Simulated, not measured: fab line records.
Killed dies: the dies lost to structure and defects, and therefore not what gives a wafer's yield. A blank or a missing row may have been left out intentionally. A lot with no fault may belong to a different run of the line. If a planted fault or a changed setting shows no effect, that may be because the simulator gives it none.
Matching of chambers	flow nand-harc	NHARC_A_BLC_STRIP_21 on rie-diel-04: 4 sister chambers
The step strips in O2. 14 wafers are shown with their chamber, then 7 later ones without.

== WAFERS PAIRED WITH THEIR CHAMBERS ==
wafer	chamber	drypump-motor-current-A (A)	showerhead-plenum-p-Torr (Torr)	oes-product-au (a.u.)
L948.2	0	5.8	3.59	1.011
L948.5	2	5.2	3.39	1.006
L948.6	3	5.2	3.70	1.009
L952.2	1	6.5	3.69	1.008
L952.5	0	5.8	3.59	0.986
L952.6	3	5.2	3.70	1.001
L953.1	0	5.8	3.59	0.981
L953.3	3	5.2	3.70	1.003
L953.5	3	5.3	3.70	0.999
L963.1	0	5.8	3.59	0.983
L963.3	2	5.2	3.38	1.005
L963.5	0	5.8	3.59	0.977
L964.3	3	5.2	3.69	1.004
L964.4	0	5.8	3.58	0.974

SIGNATURES (averages over the wafers above)
reading	chamber 0	chamber 1	chamber 2	chamber 3	scatter within a chamber
drypump-motor-current-A	5.800	6.500	5.200	5.220	0.0283
showerhead-plenum-p-Torr	3.5883	3.6900	3.3850	3.6980	0.00462
oes-product-au	0.98533	1.00800	1.00550	1.00320	0.00969
Rule: for a wafer and a chamber, the distance is found by dividing, reading by reading, the gap between the wafer's reading and the chamber's mean by the reading's scatter, squaring, summing and taking the root. The wafer belongs to the nearest chamber; if the next one is less than 2 further off, it can't be placed. The scatter: the root of (the sum of the squares of (reading less its chamber's mean) over the shown wafers, divided by (wafers less chambers)).

== WAFERS WHOSE CHAMBER IS MISSING ==
wafer	drypump-motor-current-A (A)	showerhead-plenum-p-Torr (Torr)	oes-product-au (a.u.)
L964.6	6.5	3.69	1.002
L966.1	5.8	3.58	0.985
L966.2	5.2	3.38	1.012
L966.3	5.2	3.69	1.009
L968.2	5.2	3.69	0.998
L968.3	5.2	3.38	1.011
L968.6	5.8	3.58	0.981

== WHICH CHAMBER EACH WENT THROUGH ==
wafer	from the rows above	in truth
L964.6	1	1
L966.1	0	0
L966.2	2	2
L966.3	3	3
L968.2	3	3
L968.3	2	2
L968.6	0	0
Placed correctly: 7 of 7. Not placeable from these rows: 0. 0 placed wrongly.
